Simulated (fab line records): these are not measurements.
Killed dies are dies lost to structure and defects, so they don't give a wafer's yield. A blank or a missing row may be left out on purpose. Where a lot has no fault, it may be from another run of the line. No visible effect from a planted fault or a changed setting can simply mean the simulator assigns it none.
Which tool is to blame?	flow n5 finfet	24 lots, 72 wafers sampled, at 3 steps of a route of 1938

== WHAT THE GAUGES SHOWED, per wafer ==
N5_SDB_INSPECT_36: inspects for defects (darkfield). Usual: raw defect count 41, standard deviation 21.
lot	measured	on	raw defect count	flag
L074	day 3 22:15	defect inspect-01	33 23 25	
L075	day 4 08:25	defect inspect-01	20 29 28	
L076	day 4 10:31	defect inspect-02	45 13 19	
L077	day 4 20:44	defect inspect-02	23 32 18	
L078	day 4 22:02	defect inspect-01	99 75 67	
L079	day 5 05:07	defect inspect-02	39 38 48	
L080	day 5 09:36	defect inspect-02	47 39 49	
L081	day 5 15:43	defect inspect-01	33 46 25	
L082	day 6 00:41	defect inspect-01	37 70 43	
L083	day 6 05:04	defect inspect-01	23 53 10	
L084	day 6 13:22	defect inspect-02	56 31 41	
L085	day 6 16:49	defect inspect-02	49 23 50	
L086	day 7 01:04	defect inspect-01	43 50 21	
L087	day 7 07:26	defect inspect-01	49 44 22	
L088	day 7 10:43	defect inspect-01	23 22 37	
L089	day 7 18:55	defect inspect-01	29 25 33	
L090	day 7 20:47	defect inspect-02	38 39 75	
L091	day 8 03:41	defect inspect-02	28 32 47	
L092	day 8 12:23	defect inspect-02	70 44 57	
L093	day 8 16:11	defect inspect-02	15 29 23	
L094	day 8 22:00	defect inspect-01	21 17 15	
L095	day 9 04:42	defect inspect-01	40 86 37	
L096	day 9 11:10	defect inspect-01	28 63 27	
L097	day 9 16:25	defect inspect-02	50 47 44	

N5_DUMMY_REMOVAL_INSPECT_06: inspects for defects (brightfield). Usual: raw defect count 14, standard deviation 6.
lot	measured	on	raw defect count	flag
L074	day 3 22:33	defect inspect-02	14 10 10	
L075	day 4 08:38	defect inspect-02	7 19 12	
L076	day 4 10:45	defect inspect-02	19 11 10	
L077	day 4 21:04	defect inspect-01	8 7 9	
L078	day 4 22:16	defect inspect-01	14 19 19	
L079	day 5 05:43	defect inspect-02	12 19 8	
L080	day 5 09:50	defect inspect-01	11 14 18	
L081	day 5 15:58	defect inspect-01	7 12 9	
L082	day 6 00:55	defect inspect-02	22 19 15	
L083	day 6 05:19	defect inspect-02	10 9 9	
L084	day 6 13:48	defect inspect-01	16 8 17	
L085	day 6 17:02	defect inspect-02	14 11 9	
L086	day 7 01:20	defect inspect-01	12 11 6	
L087	day 7 07:40	defect inspect-02	7 23 8	
L088	day 7 10:57	defect inspect-01	19 13 17	
L089	day 7 19:16	defect inspect-02	14 17 6	
L090	day 7 21:01	defect inspect-01	11 12 14	
L091	day 8 03:55	defect inspect-01	18 21 34	
L092	day 8 12:39	defect inspect-02	15 16 19	
L093	day 8 16:26	defect inspect-02	9 25 17	
L094	day 8 22:16	defect inspect-01	18 12 10	
L095	day 9 04:56	defect inspect-01	13 13 10	
L096	day 9 11:23	defect inspect-02	6 29 12	
L097	day 9 16:41	defect inspect-02	4 22 16	

== WHICH TOOL RAN EACH LOT (tool, then ch and the chambers of the sampled wafers, then the start) ==
lot	N5_SDB_CMP_30
L074	cmp-01 ch 1,3, day 3 21:56
L075	cmp-03 ch 0,1,3, day 4 08:05
L076	cmp-03 ch 1,2,3, day 4 10:16
L077	cmp-04 ch 1,2,3, day 4 20:25
L078	cmp-03 ch 0,2,3, day 4 21:48
L079	cmp-04 ch 1,2, day 5 04:48
L080	cmp-04 ch 1,3, day 5 09:17
L081	cmp-01 ch 0,2,3, day 5 15:23
L082	cmp-04 ch 0,2,3, day 6 00:27
L083	cmp-01 ch 0,2,3, day 6 04:49
L084	cmp-03 ch 0,2,3, day 6 13:02
L085	cmp-03 ch 0,2,3, day 6 16:29
L086	cmp-01 ch 0,1,3, day 7 00:45
L087	cmp-01 ch 0,1,2, day 7 07:09
L088	cmp-01 ch 0,2, day 7 10:26
L089	cmp-01 ch 0,1,3, day 7 18:40
L090	cmp-01 ch 1,2,3, day 7 20:28
L091	cmp-01 ch 2,3, day 8 03:22
L092	cmp-01 ch 1,2, day 8 12:07
L093	cmp-03 ch 0,1,2, day 8 15:56
L094	cmp-04 ch 0,1,2, day 8 21:41
L095	cmp-04 ch 0,1,2, day 9 04:25
L096	cmp-03 ch 0,2,3, day 9 10:57
L097	cmp-04 ch 1,2, day 9 16:08
- N5_SDB_CMP_30: polishes, stops on poly-Si, t overpolish 1.54 s, target thk 30 nm.

== WHAT THE TOOLS THEMSELVES READ (means of the sampled wafers that have a number; where no wafer has one, the mark that the record gives instead) ==
N5_SDB_CMP_30. Usual: motor current A 12.8 A, standard deviation 1.3; overpolish run s 1.540 s, standard deviation 0.0086; time to endpoint s 18 s, standard deviation 3.8.
lot	tool	motor current A (A)	overpolish run s (s)	time to endpoint s (s)	flag
L074	cmp-01	13.5	1.544	19	
L075	cmp-03	12.2	1.542	14	
L076	cmp-03	12.4	1.537	12	
L077	cmp-04	11.7	1.539	19	
L078	cmp-03	12.5	1.537	16	
L079	cmp-04	12.6	1.542	18	
L080	cmp-04	11.0	1.539	16	
L081	cmp-01	13.2	1.545	22	
L082	cmp-04	13.0	1.539	16	
L083	cmp-01	13.2	1.539	21	
L084	cmp-03	12.9	1.530	14	
L085	cmp-03	12.8	1.529	13	
L086	cmp-01	13.2	1.542	21	
L087	cmp-01	13.8	1.541	19	
L088	cmp-01	13.0	1.536	20	
L089	cmp-01	13.0	1.537	20	
L090	cmp-01	14.0	1.541	22	
L091	cmp-01	13.4	1.539	24	
L092	cmp-01	13.9	1.533	18	
L093	cmp-03	11.7	1.544	13	
L094	cmp-04	12.4	1.540	17	
L095	cmp-04	12.6	1.530	17	
L096	cmp-03	12.6	1.541	14	
L097	cmp-04	12.3	1.548	19	

== THE ANSWER, worked out from the rows above alone ==
Rule: lot off if the mean of its wafers having a number is beyond 3 standard deviations from the usual mean. A lot without any number at a reading at which 4 lots or more have one is off too. Any other lot the step has rows for is counted as sound. Order of review: gauges by route order, followed by the tools' own readings, for which a lot's mean as printed above is used. The first step at which some lot is off is used, and at that step the reading that is off furthest; a lot without a number counts as furthest.
No lot is off at any reading shown: from this, nothing can be told.

== WHAT THE SIMULATOR HAD INSERTED ==
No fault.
